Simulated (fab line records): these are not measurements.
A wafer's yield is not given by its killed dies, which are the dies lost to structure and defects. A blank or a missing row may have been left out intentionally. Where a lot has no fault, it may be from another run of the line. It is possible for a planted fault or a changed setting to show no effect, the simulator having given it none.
Split-lot study	flow n5Finfet	on a route of 1938 steps: 7 lots, 21 wafers read

== THE SPLIT ==
At N5_PASSIVATION_PECVD_01 (deposits SiNx from SiH4/NH3/N2, target thk 200 nm, time 43.2 s), the setting timeS was moved away from the recipe's 43.2 s on 13 of the 21 wafers read, by -13.8% to -4.5%. All remaining wafers had this setting at the recipe value.

The reading comes from the split's own step.

== THE READING ==
SiNx_of_PASSIVATION_PECVD_01.thkNm (the simulator's own value, which no gauge read), in nm, at N5_PASSIVATION_PECVD_01 (deposits SiNx from SiH4/NH3/N2, target thk 200 nm, time 43.2 s). No usual value for it is given in the file. Average 197.6 nm, standard deviation 1.9 nm, over the 8 wafers here run with the recipe.

wafer	tool, chamber at the split	timeS as run, s	against the recipe	SiNx_of_PASSIVATION_PECVD_01.thkNm, nm	against lot-mates on the recipe
L075.1	pecvd-02, 0	43.2	recipe	196.8	-
L075.3	pecvd-02, 1	43.2	recipe	194.2	-
L075.6	pecvd-02, 1	43.2	recipe	199.6	-
L079.2	pecvd-04, 0	41.27	-4.5%	187.6	-10.8
L079.3	pecvd-04, 1	43.2	recipe	198.4	-
L079.5	pecvd-04, 0	41.27	-4.5%	193	-5.4
L083.2	pecvd-02, 0	40.73	-5.7%	181.2	-13.6
L083.3	pecvd-02, 2	40.73	-5.7%	185.4	-9.4
L083.4	pecvd-02, 0	43.2	recipe	194.8	-
L082.1	pecvd-02, 0	37.23	-13.8%	164.4	no lot-mate on the recipe
L082.2	pecvd-02, 2	37.23	-13.8%	167.8	no lot-mate on the recipe
L082.5	pecvd-02, 0	37.23	-13.8%	169.6	no lot-mate on the recipe
L086.2	pecvd-02, 1	41.22	-4.6%	187.8	-11.0
L086.5	pecvd-02, 2	43.2	recipe	198.6	-
L086.6	pecvd-02, 0	43.2	recipe	199	-
L092.2	pecvd-02, 2	37.77	-12.6%	170.8	no lot-mate on the recipe
L092.5	pecvd-02, 2	37.77	-12.6%	174.4	no lot-mate on the recipe
L092.6	pecvd-02, 0	37.77	-12.6%	171.6	no lot-mate on the recipe
L097.2	pecvd-02, 1,2	39.81	-7.8%	184.2	-14.8
L097.5	pecvd-02, 1,2	39.81	-7.8%	184.2	-14.8
L097.4	pecvd-02, 0	43.2	recipe	199	-
If several chambers appear in one row, that row covers several wafers at once and the file leaves open which wafer was in which chamber.

THE FIT
A straight line over all 21 wafers: SiNx_of_PASSIVATION_PECVD_01.thkNm changes by +2.1 nm for each +1% of timeS; r = +0.98; the points scatter about the line by 2.5 nm.
The same after taking each lot's own level away (the mean of its wafers on the recipe; 15 wafers): +1.94 nm for each +1%; r = +0.96; scatter 1.8 nm.
Per that fit: largest timeS move, reading shift of 27 nm.
Measured against the standard deviation above, the lots' own levels, which go from 194.80 to 199.00 nm, span 2.2 times it.
The two slopes agree, so the slope changes little with the lot-to-lot level.
Check: with one of the wafers moved furthest among these (-7.8%) left out of the fit, the line predicts -15.5 nm for it against its lot-mates. Against them it came out at -14.8 nm.

== FURTHER SPLITS ON THESE WAFERS ==
Before the reading, these wafers also passed through other splits. Each is held against what the fit with the lots' levels taken away leaves over:
other split on the same wafers	wafers away from the commonest value	r with SiNx_of_PASSIVATION_PECVD_01.thkNm (lot level and that fit taken away)
N5_BEOL_M13_ETCH_59 timeS	5	+0.19
N5_BEOL_M13_COAT_65 spinRpm	8	+0.11
N5_BEOL_M14_EXPOSE_25 doseMj	9	-0.12
N5_PASSIVATION_PECVD_00 timeS	7	+0.19
N5_MIM_BOT_ETCH_ETCH_04 timeS	5	+0.03

== FILE'S OWN FIT ==
SiNx_of_PASSIVATION_PECVD_01.thkNm changes by +1.99 nm for each +1% of timeS, r = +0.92.
